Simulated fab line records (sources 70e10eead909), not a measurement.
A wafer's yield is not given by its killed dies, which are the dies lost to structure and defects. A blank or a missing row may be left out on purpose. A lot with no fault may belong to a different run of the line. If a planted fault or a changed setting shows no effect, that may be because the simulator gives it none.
Problem report, 8D (eight disciplines) form, completed by code | flow nand_harc | the parts of the form that need people (team, actions taken, sign-off) are left out

== 1. PROBLEM STATEMENT ==
Wafers without a fault read 188.43 W, standard deviation 0.12; heater_power_total_W at NHARC_A_SGD_CUT_SOFTBAKE_04 reads a mean of 380.20 W on 6 wafers belonging to 2 lots. That is +99 or more standard deviations from the usual mean.
The step: time 55 s.
First seen on wafer L246.3, day 22 21:00, on litho_track-06. The record has a number at this step for 39 wafers belonging to 13 lots. Rule for "out", or "out of limits": more than 4 standard deviations from the usual mean. Any other wafer with a number is counted as sound.

== 2. WHAT IT IS AND WHAT IT IS NOT ==
question                    | is                     | is not
which readings at this step | heater_power_total_W   | -
which lots                  | L245, L246             | L236, L239, L241, L242, L249, L251, L253, L255, L256, L257, L259
which wafers of those lots  | all that have a number | -
read on which tools         | litho_track-06         | litho_track-01, litho_track-04
when                        | from day 22 21:00      | up to then (12 sound wafers); but 21 sound wafers of L249, L251, L253, L255, L256, L257, L259 came after

== 3. THE SUSPECTS, EACH WITH WHAT RULES IT OUT ==
Counting: a tool at a process step up to the reading stays a suspect if it ran every lot that is out and no sound lot after the first of them.
- litho_track-06 at NHARC_A_SGD_CUT_SOFTBAKE_04 (time 55 s): ruled out as a lasting fault. After its first lot that is out, L246 (day 22 21:00), sound lots L257, L259 ran on it.
Left after counting: nothing in the record.

== 4. THE CAUSE (what the simulator had put in) ==
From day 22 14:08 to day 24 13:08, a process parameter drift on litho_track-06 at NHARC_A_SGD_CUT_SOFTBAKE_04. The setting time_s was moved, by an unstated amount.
Counting ruled it out, wrongly.

== 5. THE EFFECT CHAIN, in route order ==
Each row: a reading whose mean over the struck wafers that have a number lies more than 3 standard deviations from the usual. Scope: only readings with a usual standard deviation given in the record; hours: median across lots of the time from each lot's start at the first step in this table that gives one to its start at this step; sigmas: change in usual standard deviations.
hours | step                        | reading              | usual    | on struck wafers | change  | sigmas
0     | NHARC_A_SGD_CUT_SOFTBAKE_04 | heater_power_total_W | 188.43 W | 380.20           | +191.77 | +99 or more
Its process steps:
- NHARC_A_SGD_CUT_SOFTBAKE_04: time 55 s.
Later measuring or inspecting steps at which every struck wafer that the step has a row for has a number for every such reading, and none has moved that far: NHARC_A_SGD_CUT_CD_MEAS_09.

== 6. WHAT WOULD HAVE CAUGHT IT SOONER ==
First out-of-limits reading in this record: day 22 21:00, which is 7 hours after fault onset at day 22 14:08.
